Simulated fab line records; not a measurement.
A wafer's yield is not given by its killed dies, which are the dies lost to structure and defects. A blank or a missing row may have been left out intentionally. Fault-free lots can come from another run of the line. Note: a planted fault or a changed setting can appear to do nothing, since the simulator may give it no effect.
Matching of chambers | flow nand harc | 4 sister chambers for NHARC_A_CHANNEL_FILL_D1_ETCHBACK_20 on rie diel-05
The step etches the open film in C4F8/O2/Ar, target depth 27 nm, time 13.5 s. 8 wafers are shown with their chamber, then 7 later ones without.

WAFERS, EACH WITH ITS CHAMBER
wafer  | chamber | rf vpp V (V) | oes product au (a.u.)
L075.6 | 3       | 985          | 1.00
L077.2 | 3       | 986          | 0.98
L077.5 | 2       | 983          | 1.01
L078.1 | 1       | 973          | 1.00
L078.3 | 2       | 982          | 1.01
L078.4 | 0       | 973          | 1.00
L080.2 | 0       | 973          | 0.92
L080.3 | 1       | 973          | 0.93

WAFERS WITH NO CHAMBER GIVEN
wafer  | rf vpp V (V) | oes product au (a.u.)
L080.6 | 976          | 0.93
L087.4 | 976          | 0.93
L087.5 | 985          | 0.93
L087.6 | 974          | 0.93
L092.2 | 984          | 0.92
L092.5 | 972          | 0.93
L092.6 | 984          | 0.93

CHAMBER TAKEN BY EACH
wafer  | from the rows above     | in truth
L080.6 | can't be placed: 0 or 1 | 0
L087.4 | can't be placed: 0 or 1 | 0
L087.5 | 3                       | 3
L087.6 | can't be placed: 0 or 1 | 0
L092.2 | can't be placed: 3 or 2 | 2
L092.5 | can't be placed: 0 or 1 | 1
L092.6 | can't be placed: 3 or 2 | 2
1 of 7 placed correctly. Unplaceable from these rows: 6, with the true chamber sitting among the candidates in 6. Number placed wrongly: 0.
How it was worked out, from the rows above alone: a wafer's distance from a chamber is the root of the sum, over the readings, of the square of ((its reading less the chamber's mean) divided by the reading's scatter). The wafer belongs to the nearest chamber; if the next one is less than 2 further off, it can't be placed. The mean given for a chamber averages the wafers shown for that chamber. The scatter is the square root of a quotient: the sum, over the shown wafers, of each reading's squared deviation from its chamber's mean, divided by wafers minus chambers.
